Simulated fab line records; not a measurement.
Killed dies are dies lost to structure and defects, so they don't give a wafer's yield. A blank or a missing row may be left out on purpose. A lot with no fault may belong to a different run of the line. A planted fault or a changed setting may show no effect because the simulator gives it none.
A lot that was struck, set against a sound lot :: flow n5 finfet :: 17 out of 1938 route steps
Sound: wafers L406.3, L406.4, L406.5. Struck: wafer L409.4 (left out: L409.2, L409.3 of the same lot, which were not struck); the cause appears at the end.
At each step with rows: each side's tool, then ch and its chambers, then its first start. Under that, the readings that differ: sound wafers :: struck wafers :: difference of the means :: sigmas: that difference in standard deviations of wafers without a fault.
alike: readings whose means differ by less than 2 such deviations, and words and numbers that are the same on both sides. not compared: withheld readings, readings that some wafer has no value for, bounds like >300 that may hide the same value, and numbers for which the record gives no deviation and whose values overlap.
A row with sigmas, a row that says differs or no value, or rows on one side alone: a step with any of these is where the two part. Non-overlapping numbers with no deviation appear without sigmas and do not part them. A reading that every wafer of one side lacks parts them only if that side has two wafers or more.

N5_SDB_OVL_MEAS_12:
  sound on overlay-01 ch 0, day 7 06:41; struck on overlay-02 ch 0, day 8 01:05
reading: SDB_OVL (nm)
sound: 1.6 1.2 0.9
struck: -0.6
difference: -1.8
sigmas: -2
N5_SDB_INSPECT_13: inspects for defects (brightfield).
  sound: defect inspect-02 at day 7 06:43; struck: defect inspect-02 at day 8 01:07
  alike: raw defect count
N5_SDB_DESCUM_16: chemistry O2, time 7.9 s.
  sound on rie diel-02 ch 0,2,3, day 7 06:47; struck on rie diel-06 ch 3, day 8 01:20
reading: oes product au (a.u.)
sound: 0.77 0.92 0.70
struck: 0.97
difference: +0.17
sigmas: +2

reading: showerhead plenum p Torr (Torr)
sound: 2.10 2.23 2.18
struck: 2.05
difference: -0.12
sigmas: -2
  alike: drypump motor current A, rf fwd power W, rf vpp V, throttle valve pct
  not compared: rf hours counter h
N5_SDB_ETCH_17: etches SiARC in CF4, target depth 23.4 nm, time 39 s.
  sound on rie diel-02 ch 0,2,3, day 7 06:49; struck on rie diel-06 ch 3, day 8 01:22
reading: etch rf on time s (s)
sound: 38.6 38.7 37.9
struck: 36.3
difference: -2.1
sigmas: -2

reading: oes product au (a.u.)
sound: 0.64 0.80 0.62
struck: 0.84
difference: +0.15
sigmas: +2

reading: showerhead plenum p Torr (Torr)
sound: 2.15 2.28 2.22
struck: 2.10
difference: -0.12
sigmas: -2
  alike: drypump motor current A, rf fwd power W, rf vpp V, throttle valve pct
  not compared: rf hours counter h
N5_SDB_ETCH_18: etches SOC in N2/H2, target depth 100 nm, overetch 20 nm, time 150 s.
  sound on rie diel-02 ch 0,2,3, day 7 06:51; struck on rie diel-06 ch 3, day 8 01:24
reading: showerhead plenum p Torr (Torr)
sound: 2.55 2.71 2.61
struck: 2.48
difference: -0.14
sigmas: -2
  alike: drypump motor current A, oes product au, rf fwd power W, rf vpp V, throttle valve pct
  not compared: rf hours counter h
then, 3 steps without rows for these wafers: N5_SDB_STRIP_19 (strips in N2/H2); N5_SDB_STRIP_21 (strips in CF4); N5_SDB_HM_OPEN_20 (chemistry CH3F/O2, target SiNx, stops on poly-Si, target depth 24 nm).
N5_SDB_STRIP_22: strips in N2/H2.
  sound on plasma asher-01 ch 0,1, day 7 07:08; struck on plasma asher-01 ch 1, day 8 01:38
reading: strip time to endpoint s (s)
sound: 96.1 96.3 96.3
struck: 94.9
difference: -1.3
sigmas: -3
  alike: drypump motor current A, heater power w, oes product au
  not compared: rf hours counter h
then, 2 steps without rows for these wafers: N5_SDB_PRECLEAN_23 (cleans in dHF, time 30 s); N5_SDB_DUMMY_REMOVE_24 (chemistry TMAH, target poly-Si, stops on SiO2, target depth 142 nm, time 57 s, rinse time 30 s).
N5_SDB_ETCH_25: etches SiO2 in C4F6/O2, target depth 10 nm, time 3.3 s.
  sound on rie diel-06 ch 1,3, day 7 07:19; struck on rie diel-06 ch 1, day 8 01:52
reading: oes product au (a.u.)
sound: 0.73 0.98 1.00
struck: 0.72
difference: -0.18
sigmas: -2
  alike: drypump motor current A, rf fwd power W, rf vpp V, showerhead plenum p Torr, throttle valve pct
  not compared: rf hours counter h
N5_SDB_CUT_ETCH_26: etches Si in HBr/Cl2/O2, target depth 129.6 nm, bt time 20 s, time 51.8 s.
  sound on rie si-01 ch 0,1,2, day 7 07:23; struck on rie si-01 ch 0, day 8 01:57
reading: model.SDB.feature depth nm (nm)
sound: 128.6 133 131.2
struck: 189.4
difference: +58.5
sigmas: 

reading: model.etch.depth nm (nm)
sound: 128.7 133 131.3
struck: 189.3
difference: +58.3
sigmas: 

reading: model.SiNx_of_SDB_HM_DEP_00.thk nm (nm)
sound: 22 21.8 22
struck: 15
difference: -7
sigmas: 
  alike: drypump motor current A, oes product au, throttle valve pct
  not compared: rf fwd power W, rf hours counter h
N5_SDB_PRECLEAN_38: cleans in dHF, time 10 s.
  sound on wet bench-06 ch 3,4,6, day 7 07:31; struck on wet bench-02 ch 7, day 8 02:04
reading: model.SiNx_of_SDB_HM_DEP_00.thk nm (nm)
sound: 22 21.8 22
struck: 15
difference: -7
sigmas: 
then, 1 step without rows for these wafers: N5_SDB_PRECLEAN_39 (cleans in O3/DIW, time 45 s).
-- the record jumps here: 5 days lie between the struck wafers' starts before and after (it left off in module SDB and takes up again in module BEOL_M4, whose first step shown is number 1111 of the route) --
N5_BEOL_M4_RC_MEAS_101:
  sound on prober-02 ch 0, day 11 22:47; struck on prober-01 ch 0, day 12 20:18
reading: ION_P (uA/um)
sound: 472 480 463
struck: 456
difference: -16
sigmas: -2

reading: VT_P (mV)
sound: -244 -246 -248
struck: -254
difference: -8
sigmas: -2
  alike: DIBL_N, DIBL_P, IOFF_N, IOFF_P, ION_N, SS_N, SS_P, VT_N
N5_PASSIVATION_PROBE_49:
  the record has rows for the sound wafers here (prober-02, day 16 18:40) and none for the struck ones

## WHERE THEY PART
Last at N5_PASSIVATION_PROBE_49 as far as this record goes, first at N5_SDB_OVL_MEAS_12.

WHY: whatever the simulator had introduced
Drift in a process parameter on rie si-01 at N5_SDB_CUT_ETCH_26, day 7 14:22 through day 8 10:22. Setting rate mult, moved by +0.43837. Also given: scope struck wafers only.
